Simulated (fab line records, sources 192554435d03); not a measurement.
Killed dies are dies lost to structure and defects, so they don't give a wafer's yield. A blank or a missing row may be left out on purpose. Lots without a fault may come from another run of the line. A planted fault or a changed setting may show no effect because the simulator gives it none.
Chamber matching | flow n5_finfet | N5_BEOL_M12_CMP_49 on cmp-04: 4 sister chambers
The step polishes, stops on SiOC, t overpolish 20.6 s, target thk 320 nm. 4 wafers are shown with their chamber, then 9 later ones without.

WAFERS WITH THEIR CHAMBER
wafer  | chamber | motor_current_A (A)
L088.1 | 2       | 5.4
L088.2 | 1       | 6.8
L086.1 | 0       | 6.3
L086.5 | 3       | 6.3

WAFERS WITHOUT THEIR CHAMBER
wafer  | motor_current_A (A)
L087.3 | 7.3
L087.4 | 6.0
L087.5 | 5.2
L092.1 | 6.8
L092.4 | 5.2
L092.6 | 6.8
L095.1 | 7.1
L095.2 | 5.1
L095.5 | 5.0

WHICH CHAMBER EACH WENT THROUGH
wafer  | from the rows above               | in truth
L087.3 | can't be placed: 1 or 0 or 3      | 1
L087.4 | can't be placed: 0 or 3 or 2 or 1 | 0
L087.5 | 2                                 | 2
L092.1 | can't be placed: 1 or 0 or 3      | 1
L092.4 | 2                                 | 2
L092.6 | can't be placed: 1 or 0 or 3      | 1
L095.1 | can't be placed: 1 or 0 or 3      | 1
L095.2 | 2                                 | 2
L095.5 | 2                                 | 2
Placed correctly: 4 of 9. Can't be placed from these rows: 5 (the true chamber is among the candidates in 5). Placed wrongly: 0.
How it was worked out, from the rows above alone: a wafer's distance from a chamber is the root of the sum, over the readings, of the square of ((its reading less the chamber's mean) divided by the reading's scatter). The wafer belongs to the nearest chamber; if the next one is less than 2 further off, it can't be placed. A chamber's mean is the mean of its shown wafers. The scatter: with one shown wafer a chamber, the root of the mean of the squares of how far each hidden wafer lies from its nearest shown one.
